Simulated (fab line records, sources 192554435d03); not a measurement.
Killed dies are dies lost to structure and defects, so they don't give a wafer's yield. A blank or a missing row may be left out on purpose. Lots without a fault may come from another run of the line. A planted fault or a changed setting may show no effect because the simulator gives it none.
Which tool did it? | flow n5_finfet | 11 lots, 33 wafers sampled, at 4 steps of a route of 1938

WHAT THE GAUGES READ, wafer by wafer
The record holds no reading of a measuring or inspecting step that can be judged against a usual standard deviation.

WHICH TOOL RAN EACH LOT (tool, then ch and the chambers of the sampled wafers, then the start)
lot  | N5_GATE_CUT_STRIP_29                | N5_PASSIVATION_PASS_ETCH_74        | N5_PASSIVATION_DESCUM_46           | N5_PASSIVATION_PROBE_49
L489 | wet_bench-05 ch 0,6,7, day 4 18:48  | rie_diel-02 ch 0,1, day 12 04:19   | rie_diel-06 ch 0,2,3, day 12 08:01 | -
L491 | wet_bench-02 ch 3,6,7, day 5 02:19  | rie_diel-04 ch 0,1,3, day 12 20:34 | rie_diel-06 ch 0,1,2, day 13 00:04 | -
L493 | wet_bench-05 ch 0,4,5, day 5 15:28  | rie_diel-02 ch 0,2,3, day 13 05:25 | rie_diel-06 ch 0,1, day 13 09:45   | -
L492 | wet_bench-05 ch 1,3,4, day 5 17:01  | rie_diel-02 ch 1,3, day 13 16:04   | rie_diel-06 ch 0,1,3, day 13 19:22 | -
L494 | wet_bench-05 ch 1,3,7, day 6 02:01  | rie_diel-04 ch 0,2, day 14 21:59   | rie_diel-01 ch 2,3, day 15 01:35   | -
L496 | wet_bench-05 ch 0,1,7, day 6 09:30  | rie_diel-05 ch 1,3, day 15 02:58   | rie_diel-01 ch 1,3, day 15 06:47   | -
L497 | wet_bench-02 ch 4,5,7, day 6 14:11  | rie_diel-04 ch 0,2, day 15 12:55   | rie_diel-01 ch 0,3, day 15 16:54   | -
L498 | wet_bench-02 ch 5,6,7, day 6 22:03  | rie_diel-05 ch 0,2,3, day 14 09:17 | rie_diel-06 ch 1,3, day 14 13:18   | -
L501 | wet_bench-05 ch 3,6,7, day 7 12:55  | rie_diel-05 ch 0,2, day 16 04:46   | rie_diel-06 ch 0,1,2, day 16 08:42 | -
L505 | wet_bench-05 ch 0,2,3, day 8 11:49  | rie_diel-02 ch 0,1,2, day 16 15:00 | rie_diel-06 ch 0,2,3, day 16 18:38 | prober-01, day 16 21:41
L511 | wet_bench-02 ch 3,4,6, day 10 02:53 | rie_diel-04 ch 0,1,3, day 17 16:12 | rie_diel-01 ch 0,2,3, day 17 19:52 | -
- N5_GATE_CUT_STRIP_29: strips in post etch residue remover, time 60 s.
- N5_PASSIVATION_PASS_ETCH_74: etches SiNx in CF4/O2, target depth 220 nm, time 110 s.
- N5_PASSIVATION_DESCUM_46: chemistry O2, time 7.9 s.
- N5_PASSIVATION_PROBE_49

WHAT THE TOOLS THEMSELVES READ (means of the sampled wafers that have a number; where no wafer has one, the mark that the record gives instead)
N5_PASSIVATION_PASS_ETCH_74.
lot  | tool        | O2_flow_sccm (sccm) | drypump_motor_current_A (A) | oes_product_au (a.u.) | rf_vpp_V (V) | showerhead_plenum_p_Torr (Torr) | throttle_valve_pct (%)
L489 | rie_diel-02 | 9.992               | 5.9                         | 0.83                  | 242.3        | 2.28                            | 15.92
L491 | rie_diel-04 | 9.994               | 6.1                         | 0.80                  | 240.2        | 2.21                            | 16.14
L493 | rie_diel-02 | 10.012              | 5.4                         | 0.71                  | 240.1        | 2.19                            | 16.20
L492 | rie_diel-02 | 9.985               | 5.1                         | 0.77                  | 239.9        | 2.23                            | 16.10
L494 | rie_diel-04 | 9.995               | 5.7                         | 0.72                  | 242.1        | 2.24                            | 16.20
L496 | rie_diel-05 | 10.005              | 6.0                         | 0.68                  | 243.9        | 2.17                            | 16.50
L497 | rie_diel-04 | 9.990               | 5.7                         | 0.71                  | 242.6        | 2.24                            | 16.22
L498 | rie_diel-05 | 9.996               | 5.5                         | 0.74                  | 242.0        | 2.17                            | 16.15
L501 | rie_diel-05 | 9.997               | 5.4                         | 0.91                  | 240.8        | 2.16                            | 15.75
L505 | rie_diel-02 | 9.996               | 5.8                         | 0.82                  | 242.1        | 2.23                            | 15.89
L511 | rie_diel-04 | 10.011              | 6.1                         | 0.76                  | 240.3        | 2.20                            | 16.20

N5_PASSIVATION_DESCUM_46.
lot  | tool        | drypump_motor_current_A (A) | oes_product_au (a.u.) | rf_vpp_V (V) | showerhead_plenum_p_Torr (Torr) | throttle_valve_pct (%)
L489 | rie_diel-06 | 6.0                         | 0.75                  | 243.3        | 2.09                            | 20.62
L491 | rie_diel-06 | 6.1                         | 0.75                  | 242.9        | 2.06                            | 20.75
L493 | rie_diel-06 | 5.8                         | 0.77                  | 242.9        | 2.04                            | 20.69
L492 | rie_diel-06 | 5.6                         | 0.77                  | 243.0        | 2.07                            | 20.56
L494 | rie_diel-01 | 6.0                         | 0.74                  | 243.2        | 2.11                            | 20.49
L496 | rie_diel-01 | 5.7                         | 0.78                  | 243.4        | 2.07                            | 20.12
L497 | rie_diel-01 | 5.9                         | 0.82                  | 242.4        | 2.03                            | 20.26
L498 | rie_diel-06 | 5.6                         | 0.78                  | 241.9        | 2.04                            | 20.61
L501 | rie_diel-06 | 6.1                         | 0.72                  | 243.1        | 2.05                            | 20.80
L505 | rie_diel-06 | 6.0                         | 0.71                  | 242.8        | 2.08                            | 20.66
L511 | rie_diel-01 | 5.8                         | 0.84                  | 243.0        | 2.06                            | 20.39

N5_PASSIVATION_PROBE_49.
lot  | tool      | defect_limited_yield (%) | killed_at_M0_to_M3 | killed_at_M4_up | killed_at_contacts | killed_at_front_end | killed_at_other | killed_dies | killed_open | killed_short | sort_bin_5_function (%) | sort_bin_6_memory (%) | sort_n_pass | sort_yield_pct (%)
L505 | prober-01 | 85.4                     | 48                 | 19              | 4                  | 95                  | 5               | 172         | 77          | 44           | 8.7                     | 4.3                   | 1008        | 85.4

THE ANSWER, worked out from the rows above alone
Rule: what is usual is taken from the lots themselves. Put in order of their means at a reading, lots are off if they are a third of the lots or fewer, leave a main group of 4 or more, and stand apart from it by a gap of 3 or more times the standard deviation of the main group's means; of several such gaps the widest counts. A main group whose means are all the same, to the digits that the tables above print for the reading, isn't used. A lot without any number at a reading at which 4 lots or more have one is off too. The other lots that the step has rows for count as sound. The gauges are gone through in route order, then the tools' own readings, and for those a lot's mean is taken as printed above. The first step at which some lot is off is used, and at that step the reading that is off furthest; a lot without a number counts as furthest.
No lot is off at any reading shown: from this, nothing can be told.

WHAT THE SIMULATOR HAD PUT IN
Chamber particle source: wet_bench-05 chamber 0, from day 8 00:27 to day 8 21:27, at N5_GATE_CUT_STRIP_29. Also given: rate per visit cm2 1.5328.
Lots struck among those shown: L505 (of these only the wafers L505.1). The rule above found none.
